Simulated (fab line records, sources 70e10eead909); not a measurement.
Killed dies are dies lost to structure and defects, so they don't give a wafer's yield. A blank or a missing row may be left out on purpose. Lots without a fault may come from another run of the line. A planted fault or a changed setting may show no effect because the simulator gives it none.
Tool commonality check | flow nand_harc | 13 lots, 45 wafers sampled

WHY IT WAS OPENED
At NHARC_A_ONON_D2_THK_MEAS_18 the reading thk_nm is flagged on 2 of 13 lots. Wafers without a fault read 1001 nm, standard deviation 6.7.
Rule: a lot is flagged when every wafer of it that has a number lies more than 4 standard deviations from that mean, or none has a number. The other lots count as sound.

lot  | measured     | on            | thk_nm (nm), wafer by wafer | flag
L766 | day 14 01:46 | film_metro-02 | 993 991 990                 |
L769 | day 14 18:56 | film_metro-01 | 913 910 912 909 912 912     | FLAGGED
L770 | day 15 01:23 | film_metro-02 | 901 900 899 899 901 899     | FLAGGED
L776 | day 17 10:54 | film_metro-02 | 997 998 999                 |
L778 | day 18 20:02 | film_metro-02 | 996 994 995                 |
L779 | day 18 20:02 | film_metro-01 | 1004 1004 1004              |
L777 | day 18 20:03 | film_metro-02 | 995 993 994                 |
L780 | day 19 07:43 | film_metro-01 | 1009 1008 1009              |
L781 | day 20 03:41 | film_metro-02 | 1003 1007 1004              |
L782 | day 20 03:41 | film_metro-01 | 1003 1003 1003              |
L783 | day 20 11:29 | film_metro-02 | 996 996 994                 |
L784 | day 21 06:35 | film_metro-02 | 999 998 997                 |
L786 | day 21 18:20 | film_metro-02 | 1001 1001 1000              |
The numbers of the flagged lots are 906 nm on average: -95 nm against the usual, or -14 standard deviations.

WHICH TOOL RAN EACH LOT
The record holds 1 process step before the reading, out of a route of 1302 steps. In each cell: the tool, then ch and the chambers that the sampled wafers went through, then the start.
lot  | flag    | NHARC_A_ONON_D2_DEP_16
L766 |         | pecvd_onon-01 ch 0, day 14 01:19
L769 | FLAGGED | pecvd_onon-01 ch 0, day 14 18:26
L770 | FLAGGED | pecvd_onon-01 ch 0, day 15 00:53
L776 |         | pecvd_onon-03 ch 0, day 17 10:23
L778 |         | pecvd_onon-01 ch 0, day 18 19:31
L779 |         | pecvd_onon-04 ch 0, day 18 19:38
L777 |         | pecvd_onon-03 ch 0, day 18 19:36
L780 |         | pecvd_onon-01 ch 0, day 19 07:12
L781 |         | pecvd_onon-04 ch 0, day 20 03:11
L782 |         | pecvd_onon-03 ch 0, day 20 03:11
L783 |         | pecvd_onon-01 ch 0, day 20 11:02
L784 |         | pecvd_onon-01 ch 0, day 21 06:12
L786 |         | pecvd_onon-01 ch 0, day 21 18:00
What these steps do:
- NHARC_A_ONON_D2_DEP_16: target thk 1000 nm.
- NHARC_A_ONON_D2_THK_MEAS_18: measures by ellipsometry.

FLAGGED OVER TOTAL, TOOL BY TOOL (the gauges that took the reading come last)
step                        | tool          | lots run | flagged | share of the flagged lots | sound lots run after its first flagged lot
NHARC_A_ONON_D2_DEP_16      | pecvd_onon-01 | 8        | 2       | all                       | 5 (L778,L780,L783,L784,L786)
NHARC_A_ONON_D2_DEP_16      | pecvd_onon-03 | 3        | 0       | none                      | -
NHARC_A_ONON_D2_DEP_16      | pecvd_onon-04 | 2        | 0       | none                      | -
NHARC_A_ONON_D2_THK_MEAS_18 | film_metro-01 | 4        | 1       | some                      | 3 (L779,L780,L782)
NHARC_A_ONON_D2_THK_MEAS_18 | film_metro-02 | 9        | 1       | some                      | 7 (L776,L778,L777,L781,L783,L784,L786)

WHAT THE TABLE ALLOWS
1 row of the table ran every flagged lot: pecvd_onon-01 at NHARC_A_ONON_D2_DEP_16.
- pecvd_onon-01 at NHARC_A_ONON_D2_DEP_16: 2 of its 8 lots flagged. Sound lots ran on it after the first flagged one (L778, L780, L783, L784, L786), which a lasting fault on the whole tool wouldn't allow.
No row of the table ran every flagged lot and no sound lot after the first.

WHAT THE SIMULATOR HAD PUT IN
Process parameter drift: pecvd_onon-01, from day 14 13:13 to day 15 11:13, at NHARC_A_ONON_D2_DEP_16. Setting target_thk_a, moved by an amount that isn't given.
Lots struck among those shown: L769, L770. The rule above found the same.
